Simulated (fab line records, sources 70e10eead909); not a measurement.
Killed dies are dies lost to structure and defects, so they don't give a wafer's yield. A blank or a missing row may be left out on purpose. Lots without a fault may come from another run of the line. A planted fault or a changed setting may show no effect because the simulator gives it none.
fab line records | flow nand_harc
record lots=6 wafers=17 last_day=25
route steps=1159 shown A_WL_FILL@813 END@1159
lots that met no fault: from a run of the same line without faults
start_h: hours from the record's first day to the start of the lot's first wafer shown | wait_h: hours since the lot's step before | " the same as in the row above | L1.1+2: a row that stands for several wafers | - no value, or no start given | * or withheld: withheld | < > ~ a bound
route shown NAME@n: a module of which the file shows steps, and the number in the route of the first | usual: mean/standard deviation of fault-free wafers | same: alike in all rows | chamber/n: place in a boat | sites: the reading at each site | _std_site: their standard deviation | _edge_site: outer sites' mean less inner sites' | radius_mm: how far each site lies from the wafer's centre | mask NAME#n: copy n | behind: the tool/chamber that last shaped the wafer | hold: why the lot was held/for how many hours/how that ended | device: the transistor (n, p or np) that didn't switch | end of line: the same wafers' tests at the end of the route | a step without rows: its recipe alone | killed: dies lost to structure and defects at the first sort, not the wafer's yield | map: a wafer's dies, x killed, . not, _ none there
set.NAME: the setting as run; set.NAME@STEP: as run at that earlier step | model.NAME: the simulator's own value behind a step, which no gauge read
lots at some steps of the route; a table a step, a row a wafer
services: from which hour (start_h, from the record's first day; less than 0 if before it) a tool's chamber was out of use, for how many hours, and why
## steps
# step NHARC_A_WL_FILL_CVD_03
# recipe target_thk_a=400 temp_c=300 pressure_torr=40 wf6_flow_sccm=40 h2_flow_sccm=1600 ar_flow_sccm=1560 time_s=3302 material=W
# usual heater_power_w=440/35 susceptor_temp_C=299.92/0.17 throttle_valve_pct=7.94/0.2
# columns lot.wafer tool chamber start_h wait_h heater_power_w susceptor_temp_C throttle_valve_pct
L991.2 cvd_w-01 1 380.37 31.7 442 - 7.69
L991.3 " 0 " " 398 - 8.13
L991.5 " 1 382.23 33.6 451 - 7.92
L996.1 cvd_w-01 1 442.75 2.6 460 300.10 7.37
L996.3 " 1 " " 450 299.97 7.84
L996.5 " 0 445.13 5.0 400 299.46 7.94
L999.1 cvd_w-02 1 443.79 3.5 451 299.98 8.02
L999.2 " 0 " " 474 300.11 7.92
L999.3 " 0 " " 482 300.09 7.97
L994.3 cvd_w-01 1 447.02 6.6 449 299.86 8.04
L994.6 " 0 " " 400 299.90 8.05
L994.5 " 1 " " 463 299.95 7.73
L995.1 cvd_w-01 0 448.43 7.8 401 300.04 8.06
L995.6 " 0 450.35 9.7 402 299.75 8.43
L995.5 " 1 " " 457 299.93 7.76
L103.1 cvd_w-02 0 455.04 10.2 483 299.77 8.06
L103.6 " 0 456.92 12.1 466 299.99 8.10
# step NHARC_A_WL_FILL_ETCHBACK_04
# recipe target_depth_a=600 time_s=120 chemistry=NF3
# usual chamber_pressure_mTorr=300.01/0.28 drypump_motor_current_A=5.7/0.48 oes_product_au=0.994/0.0084 run_length_s=141.1/0.41
# columns lot.wafer tool chamber start_h wait_h chamber_pressure_mTorr drypump_motor_current_A oes_product_au rf_hours_counter_h run_length_s
L991.2 rie_metal-02 1 383.22 2.4 299.77 4.9 0.985 4.1 141.6
L991.3 " 1 " " 300.36 4.8 0.989 - 142.0
L991.5 " 0 " " 300.50 6.2 0.995 - 141.1
L996.1 rie_metal-01 1 446.09 2.9 299.85 6.0 0.986 1.4 140.8
L996.3 " 1 " " 300.39 6.0 0.985 - 141.1
L996.5 " 1 " " 300.46 6.0 1.000 - 140.8
L999.1 rie_metal-03 0 447.11 2.8 300.62 5.4 0.996 2.7 141.1
L999.2 " 1 " " 299.47 5.9 0.994 2.7 141.4
L999.3 " 1 " " 300.16 5.9 0.989 - 141.4
L994.3 rie_metal-02 0 448.99 1.5 299.49 6.3 1.002 - 141.1
L994.5 " 0 " " 300.48 6.2 1.004 - 141.7
L994.6 " 1 " " 300.19 4.9 0.996 - 141.7
L995.1 rie_metal-03 1 451.85 2.9 299.58 6.0 1.001 2.9 141.5
L995.5 " 0 " " 299.87 5.4 1.008 - 140.8
L995.6 " 1 " " 300.32 6.0 0.997 - 141.3
L103.1 rie_metal-02 0 458.37 2.9 300.03 6.3 0.994 1.9 141.7
L103.6 " 1 " " 299.96 4.8 0.982 - 141.6
# step NHARC_A_WL_FILL_ETCHBACK_05
# recipe target_depth_a=220 time_s=60 temp_c=40 chemistry=Cl2/BCl3
# usual chamber_pressure_mTorr=9.999/0.0094 drypump_motor_current_A=5.7/0.48 oes_product_au=0.993/0.0073 run_length_s=81.1/0.43 temp_c=40.00/0.12
# columns lot.wafer tool chamber start_h wait_h chamber_pressure_mTorr drypump_motor_current_A oes_product_au rf_hours_counter_h run_length_s temp_c
L991.2 rie_metal-02 0 383.43 0.2 10.003 6.2 0.998 4.3 81.3 40.06
L991.3 " 0 " " 10.011 6.2 0.999 - 81.0 39.89
L991.5 " 1 " " 9.991 4.8 0.994 - 81.9 39.93
L996.1 rie_metal-01 0 446.34 0.2 10.003 5.6 0.999 1.6 80.7 40.03
L996.3 " 0 " " 9.999 5.6 0.998 - 80.5 39.91
L996.5 " 1 " " 9.995 6.0 0.993 - 81.0 39.93
L999.2 rie_metal-03 1 447.35 0.2 10.024 5.9 1.006 2.8 81.3 39.91
L999.1 " 0 " " 10.002 5.4 0.998 2.8 81.3 40.04
L999.3 " 1 " " 9.997 5.9 1.003 - 81.7 40.12
L994.3 rie_metal-02 1 449.20 0.2 9.999 4.9 0.987 - 81.7 40.12
L994.6 " 0 " " 9.988 6.2 0.990 - 81.0 39.92
L994.5 " 1 " " 9.998 4.8 0.992 - 81.8 39.89
L995.1 rie_metal-03 0 452.07 0.2 9.997 5.4 1.003 3.0 80.8 40.03
L995.6 " 1 " " 10.006 5.9 0.994 - 81.6 39.92
L995.5 " 0 " " 9.988 5.4 0.993 - 81.5 39.95
L103.1 rie_metal-02 0 458.58 0.2 10.007 6.2 1.000 2.0 81.6 40.00
L103.6 " 1 " " 10.004 4.8 0.996 - 81.5 39.82
# step NHARC_A_WL_FILL_STRIP_27
# recipe power_w=1500 temp_c=250 time_s=20 chemistry=N2/H2
# step NHARC_A_WL_FILL_STRIP_28
# recipe time_s=1200 temp_c=72.5 chemistry=post_etch_residue_remover
# step NHARC_A_WL_FILL_PRECLEAN_06
# recipe time_s=300 chemistry=DIW
# step NHARC_A_WL_FILL_SRD_07
# step NHARC_A_WL_FILL_ANNEAL_08
# recipe temp_c=450 time_s=1800
# step NHARC_A_WL_FILL_ALD_10
# recipe target_thk_a=500 pulse_time_s=10 ald_cycles=500 temp_c=300 material=SiO2
# step NHARC_A_WL_FILL_ETCHBACK_16
# recipe target_depth_a=880 time_s=17.6 c4f8_flow_sccm=withheld o2_flow_sccm=8 ar_flow_sccm=withheld rf_w=600 bias_w=800 chemistry=C4F8/O2/Ar
# usual chamber_pressure_mTorr=25.000/0.022 oes_product_au=0.978/0.028 rf_vpp_V=724/4.2 run_length_s=38.7/0.42
# columns lot.wafer tool chamber start_h wait_h chamber_pressure_mTorr oes_product_au rf_hours_counter_h rf_vpp_V run_length_s
L991.3 rie_diel-12 2 - - 25.020 1.007 0.1 728 38.3
L991.2 " 0 " " 25.008 1.011 0 724 38.2
L991.5 " 1 " " 24.981 1.013 - 718 38.9
L996.3 rie_diel-12 3 - - 25.029 1.005 4.0 722 39.2
L996.1 " 0 " " 25.035 1.003 3.6 725 38.4
L996.5 " 2 " " 24.992 0.997 - 729 38.8
L994.3 rie_diel-03 0 - - 25.022 0.997 2.5 721 37.8
L994.5 " 0 " " 25.027 0.990 - 720 38.2
L994.6 " 1 " " 24.958 1.007 - 725 38.8
L999.2 rie_diel-03 0 - - 25.014 1.006 2.5 719 38.3
L999.3 " 1 " " 25.013 0.989 2.7 724 39.1
L999.1 " 3 " " 24.976 0.996 2.6 720 38.5
L995.1 rie_diel-12 0 - - 24.999 0.967 4.0 724 38.1
L995.5 " 3 " " 24.982 0.950 - 722 39.0
L995.6 " 0 " " 25.031 0.965 - 725 38.4
L103.1 rie_diel-03 2 - - 24.999 0.996 2.8 723 38.3
L103.6 " 1 " " 24.986 1.001 - 724 39.2
# step NHARC_A_WL_FILL_STRIP_29
# recipe time_s=20 o2_flow_sccm=500 ar_flow_sccm=0 bias_w=0 chemistry=O2
# usual chamber_pressure_mTorr=59.99/0.056 drypump_motor_current_A=5.54/0.27 oes_product_au=1.000/0.006 rf_vpp_V=58.0/0.86 showerhead_plenum_p_Torr=3.57/0.14 throttle_valve_pct=17.037/0.0089
# columns lot.wafer tool chamber start_h wait_h chamber_pressure_mTorr drypump_motor_current_A oes_product_au rf_hours_counter_h rf_vpp_V showerhead_plenum_p_Torr throttle_valve_pct
L991.3 rie_diel-12 2 390.96 0.1 59.86 5.42 0.999 0.1 58.3 3.72 17.037
L991.2 " 1 " " 60.03 5.71 1.003 0.1 57.4 3.35 17.035
L991.5 " 3 " " 60.04 5.12 0.987 - 58.4 3.45 17.023
L996.1 rie_diel-12 2 454.56 0.1 59.84 5.38 0.992 3.6 58.5 3.71 17.048
L996.3 " 0 " " 59.97 5.36 1.002 3.6 58.1 3.57 17.041
L996.5 " 2 " " 60.03 5.38 0.990 - 58.4 3.71 17.044
L994.3 rie_diel-03 1 460.86 0.1 60.04 5.68 1.002 2.7 59.7 3.56 17.043
L994.6 " 2 " " 59.95 5.42 0.994 - 58.5 3.52 17.037
L994.5 " 3 " " 59.98 5.56 0.992 - 58.3 3.42 17.047
L999.3 rie_diel-03 1 461.24 0.1 60.01 5.68 0.993 2.7 58.6 3.56 17.029
L999.1 " 2 " " 60.09 5.42 0.996 2.7 59.1 3.52 17.042
L999.2 " 3 " " 59.99 5.52 1.001 2.6 57.8 3.42 17.031
L995.1 rie_diel-12 0 463.93 0.1 60.01 5.34 1.002 4.0 58.1 3.57 17.027
L995.5 " 0 " " 60.03 5.33 1.009 - 58.3 3.57 17.029
L995.6 " 1 " " 59.90 5.70 1.000 - 58.6 3.35 17.043
L103.1 rie_diel-03 0 467.71 0.1 60.02 5.98 0.999 2.7 57.6 3.42 17.023
L103.6 " 1 " " 60.06 5.66 1.004 - 60.0 3.56 17.034
# step NHARC_A_WL_FILL_ETCHBACK_17
# recipe target_depth_a=40 time_s=26.7 chemistry=Cl2/BCl3
# usual chamber_pressure_mTorr=10.000/0.0091 drypump_motor_current_A=5.7/0.46 oes_product_au=0.994/0.0083 run_length_s=47.8/0.44
# columns lot.wafer tool chamber start_h wait_h chamber_pressure_mTorr drypump_motor_current_A oes_product_au rf_hours_counter_h run_length_s
L991.2 rie_metal-01 1 391.04 - 10.005 6.0 0.996 0.9 47.5
L991.3 " 0 " " 9.990 5.6 0.998 - 47.1
L991.5 " 1 " " 9.989 6.0 0.993 - 47.8
L996.1 rie_metal-01 1 454.74 - 10.012 6.0 1.000 2.2 47.3
L996.3 " 1 " " 10.002 6.0 0.992 - 47.4
L996.5 " 0 " " 10.002 5.7 1.006 - 47.4
L994.3 rie_metal-02 1 460.99 - 9.994 4.8 0.977 - 48.6
L994.6 " 0 " " 10.009 6.2 0.997 - 48.0
L994.5 " 1 " " 10.005 4.8 0.979 - 48.7
L999.1 rie_metal-02 1 461.33 - 9.998 4.8 0.979 2.4 48.1
L999.2 " 0 " " 10.007 6.2 0.997 2.4 48.6
L999.3 " 0 " " 10.004 6.2 1.002 - 48.0
L995.1 rie_metal-01 1 464.02 - 9.996 6.0 0.986 3.3 39.1
L995.6 " 1 " " 10.006 6.0 0.983 - 47.2
L995.5 " 0 " " 9.997 5.6 0.990 - 47.4
L103.1 rie_metal-01 1 467.80 - 10.023 6.0 1.002 3.3 39.2
L103.6 " 0 " " 9.996 5.6 0.993 - 47.5
# step NHARC_A_WL_FILL_PRECLEAN_18
# recipe time_s=30 chemistry=dHF
# step NHARC_END_SORT_01
# recipe temp_c=25
# usual killed_at_array=28/11 killed_at_other=0.9/1.2 killed_at_periphery=2.6/2.1 killed_dies=31/11 killed_open=3.1/1.7 killed_short=1.9/1.3
# same gross_dies=677
# columns lot.wafer tool chamber start_h wait_h killed_at_array killed_at_other killed_at_periphery killed_dies killed_open killed_short
L991.2 prober-02 0 492.86 2.8 17 1 2 20 7 4
L991.3 prober-02 0 493.67 3.1 12 0 1 13 2 2
L991.5 prober-02 0 495.28 3.7 22 0 3 25 3 1
L996.1 prober-01 0 564.63 2.5 33 1 4 38 3 3
L996.3 prober-01 0 566.23 3.1 32 0 1 33 3 1
L996.5 prober-01 0 567.83 3.7 33 1 0 34 6 4
L999.1 prober-01 0 572.49 2.5 40 0 0 40 1 3
L999.2 prober-01 0 573.29 2.8 32 0 5 37 2 5
L999.3 prober-01 0 574.09 3.1 32 0 3 35 5 2
L995.1 prober-02 0 586.33 2.5 10 3 1 14 4 3
L995.5 prober-02 0 589.55 3.7 16 1 0 17 4 2
L995.6 prober-02 0 590.36 4.0 14 2 3 19 4 2
L103.1 prober-02 0 598.41 2.5 14 1 3 18 2 1
# killed by level:class
L991.2 A_CHANNEL_HOLE_D1:chamber_film_flake=3 A_STAIRCASE:chamber_film_flake=3 A_M0:geometric_particle:open=2 A_SLIT:chamber_film_flake=2 P_GATE:geometric_particle:open=1 P_M1:geometric_particle:short=1 A_ONON_D1:geometric_particle:open=1 A_ONON_D1:geometric_particle:short=1
L991.3 A_SLIT:chamber_film_flake=5 A_M0:geometric_particle:open=2 A_STAIRCASE:chamber_film_flake=2 A_SGD_CUT:geometric_particle:short=1 A_WL_FILL:geometric_particle:short=1 P_GATE:chamber_film_flake=1 A_CHANNEL_HOLE_D1:chamber_film_flake=1
L991.5 A_SLIT:chamber_film_flake=6 A_CHANNEL_HOLE_D1:chamber_film_flake=4 A_STAIRCASE:chamber_film_flake=4 A_CONTACT:geometric_particle:open=2 P_GATE:chamber_film_flake=2 A_WL_FILL:chamber_film_flake=2 A_WL_FILL:geometric_particle:short=1 A_WL_FILL:geometric_particle:open=1
L996.1 A_CHANNEL_HOLE_D1:chamber_film_flake=18 A_CONTACT:chamber_film_flake=6 A_CHANNEL_FILL_D1:chamber_film_flake=3 A_CHANNEL_FILL_D1:geometric_particle:short=2 P_M1:chamber_film_flake=2 P_M0:geometric_particle:open=1 A_ONON_D1:geometric_particle:short=1 A_ONON_D1:geometric_particle:open=1
L996.3 A_CHANNEL_HOLE_D1:chamber_film_flake=17 A_CONTACT:chamber_film_flake=8 A_CONTACT:geometric_particle:open=2 A_STAIRCASE:chamber_film_flake=2 P_CONTACT:geometric_particle:open=1 A_CHANNEL_HOLE_D1:geometric_particle:short=1 A_ZERO_WELL:chamber_film_flake=1 A_CHANNEL_FILL_D1:chamber_film_flake=1
L996.5 A_CHANNEL_HOLE_D1:chamber_film_flake=18 A_CONTACT:geometric_particle:open=3 A_CONTACT:chamber_film_flake=3 A_ONON_D1:geometric_particle:open=2 A_CHANNEL_HOLE_D1:geometric_particle:open=1 A_CHANNEL_FILL_D1:geometric_particle:short=1 A_WL_FILL:geometric_particle:short=1 A_CONTACT:geometric_particle:short=1
L999.1 A_CHANNEL_HOLE_D1:chamber_film_flake=20 A_SLIT:chamber_film_flake=13 A_CHANNEL_HOLE_D1:geometric_particle:short=1 A_STAIRCASE:geometric_particle:open=1 A_SGD_CUT:geometric_particle:short=1 A_CONTACT:geometric_particle:short=1 A_STAIRCASE:chamber_film_flake=1 A_CHANNEL_FILL_D1:chamber_film_flake=1
L999.2 A_CHANNEL_HOLE_D1:chamber_film_flake=19 A_SLIT:chamber_film_flake=9 P_M0:geometric_particle:short=3 P_M2:geometric_particle:open=1 A_ONON_D1:geometric_particle:short=1 A_SGD_CUT:geometric_particle:short=1 A_CONTACT:geometric_particle:open=1 P_GATE:chamber_film_flake=1
L999.3 A_CHANNEL_HOLE_D1:chamber_film_flake=13 A_SLIT:chamber_film_flake=12 A_CHANNEL_FILL_D1:chamber_film_flake=2 P_GATE:geometric_particle:open=1 P_CONTACT:geometric_particle:open=1 P_M2:geometric_particle:open=1 A_SOURCE_PLATE:geometric_particle:open=1 A_ONON_D1:geometric_particle:short=1
L995.1 THIN_TSV:chamber_film_flake=3 A_M0:geometric_particle:open=2 P_M0:geometric_particle:open=1 A_ONON_D1:geometric_particle:open=1 A_SGD_CUT:geometric_particle:short=1 A_WL_FILL:geometric_particle:short=1 A_CONTACT:geometric_particle:short=1 A_CHANNEL_HOLE_D1:chamber_film_flake=1
L995.5 A_CHANNEL_HOLE_D1:chamber_film_flake=4 A_CONTACT:chamber_film_flake=3 A_M0:geometric_particle:open=2 A_M0:chamber_film_flake=2 A_CHANNEL_HOLE_D1:geometric_particle:short=1 A_CHANNEL_HOLE_D1:geometric_particle:open=1 A_CONTACT:geometric_particle:open=1 A_M0:geometric_particle:short=1
L995.6 A_CHANNEL_HOLE_D1:chamber_film_flake=7 THIN_TSV:chamber_film_flake=2 P_M1:geometric_particle:open=1 A_ONON_D1:geometric_particle:short=1 A_CONTACT:geometric_particle:open=1 A_M0:geometric_particle:open=1 A_M0:geometric_particle:short=1 A_M1:geometric_particle:open=1
L103.1 A_SLIT:chamber_film_flake=5 A_CONTACT:chamber_film_flake=5 P_CONTACT:geometric_particle:open=2 A_CHANNEL_HOLE_D1:chamber_film_flake=2 A_WL_FILL:geometric_particle:short=1 P_BONDPAD:chamber_film_flake=1 A_M0:chamber_film_flake=1 THIN_TSV:chamber_film_flake=1
## services
# columns tool chamber start_h hours kind
rie_diel-12 0 358.41 - clean
rie_diel-12 1 358.41 - clean
rie_diel-12 2 358.41 - clean
rie_diel-12 3 358.41 - clean
rie_diel-12 0 375.69 14.5 repair
rie_diel-12 - 379.40 9.0 pm
rie_diel-12 1 379.40 9.0 vent_cycle
rie_diel-12 2 379.40 9.0 vent_cycle
rie_diel-12 3 379.40 9.0 vent_cycle
rie_metal-02 - 388.18 9.0 pm
rie_metal-02 0 388.18 9.0 vent_cycle
rie_metal-02 1 388.18 9.0 vent_cycle
rie_diel-12 1 388.40 - clean
rie_diel-12 2 388.40 - clean
rie_diel-12 3 388.40 - clean
rie_diel-03 - 392.30 9.0 pm
rie_diel-12 2 396.70 8.3 repair
rie_metal-02 0 397.18 - clean
rie_metal-02 1 397.18 - clean
rie_diel-03 0 414.08 4.3 repair
cvd_w-02 - 415.65 13.0 pm
rie_metal-03 - 417.39 2.5 repair
rie_metal-03 - 449.30 0.1 repair
rie_metal-03 - 453.00 9.0 pm
## key
first_sign step=NHARC_A_WL_FILL_ETCHBACK_17 reading=run_length_s direction=down sigmas=20 usual=* struck=*
effect none on later readings
met_at NHARC_A_WL_FILL_ETCHBACK_17
struck_wafers L995.1,L103.1
tester_left_out L995,L103
onset_between 454.74 464.02
fault kind=process_parameter_drift tool=rie_metal-01 chamber=- onset_h=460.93 steps=NHARC_A_WL_FILL_ETCHBACK_17 channel=time_s offset=* shape=step end_h=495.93 scope=struck_wafers_only acts_in=* stated=*
# tester_left_out: of these lots the tester's yield and bins aren't shown, on N5 and GAA mostly nor the transistor test; their killed dies are dies lost to structure and defects alone, not to doping, threshold or leakage, so they don't give the yield
